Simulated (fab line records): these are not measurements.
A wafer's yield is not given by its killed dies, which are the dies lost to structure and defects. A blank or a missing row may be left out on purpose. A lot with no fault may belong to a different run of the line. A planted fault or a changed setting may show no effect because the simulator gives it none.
Chamber matching + flow n5-finfet + N5_BEOL_M0_SAQP_PECVD_96 on pecvd-03: 3 sister chambers
The step deposits a-Si from SiH4/He, target thk 45 nm, time 45.2 s. 6 wafers are shown with their chamber, then 10 later ones without.

## WAFERS WITH THEIR CHAMBER
| wafer  | chamber | throttle-valve-pct (%) | showerhead-plenum-p-Torr (Torr) |
|--------|---------|------------------------|---------------------------------|
| L080.2 | 1       | 19.3                   | 5.664                           |
| L081.4 | 0       | 19.3                   | 5.657                           |
| L085.4 | 1       | 19.4                   | 5.658                           |
| L085.5 | 2       | 16.3                   | 5.687                           |
| L091.4 | 2       | 16.6                   | 5.697                           |
| L091.5 | 0       | 19.2                   | 5.664                           |

## WAFERS WITHOUT THEIR CHAMBER
| wafer  | throttle-valve-pct (%) | showerhead-plenum-p-Torr (Torr) |
|--------|------------------------|---------------------------------|
| L091.6 | 19.3                   | 5.660                           |
| L094.1 | 16.8                   | 5.697                           |
| L094.3 | 19.5                   | 5.666                           |
| L094.5 | 19.4                   | 5.667                           |
| L095.4 | 16.8                   | 5.699                           |
| L095.5 | 19.2                   | 5.658                           |
| L095.6 | 19.1                   | 5.686                           |
| L097.2 | 16.4                   | 5.699                           |
| L097.3 | 19.3                   | 5.682                           |
| L097.5 | 19.4                   | 5.652                           |

## THE CHAMBER EACH PASSED THROUGH
| wafer  | from the rows above     | in truth |
|--------|-------------------------|----------|
| L091.6 | can't be placed: 0 or 1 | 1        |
| L094.1 | 2                       | 2        |
| L094.3 | can't be placed: 1 or 0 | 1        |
| L094.5 | can't be placed: 1 or 0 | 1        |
| L095.4 | 2                       | 2        |
| L095.5 | can't be placed: 0 or 1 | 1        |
| L095.6 | can't be placed: 0 or 1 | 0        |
| L097.2 | 2                       | 2        |
| L097.3 | can't be placed: 1 or 0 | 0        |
| L097.5 | can't be placed: 1 or 0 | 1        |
Placed correctly: 3 of 10. Can't be placed from these rows: 7 (the true chamber is among the candidates in 7). Number placed wrongly: 0.
How it was worked out, from the rows above alone: a wafer's distance from a chamber is the root of the sum, over the readings, of the square of ((its reading less the chamber's mean) divided by the reading's scatter). The wafer belongs to the nearest chamber; if the next one is less than 2 further off, it can't be placed. For every chamber, the mean is computed from those of its wafers that are shown. The scatter: take each reading less its chamber's mean, square it, sum over the shown wafers, divide by the number of wafers less the number of chambers, and take the root.
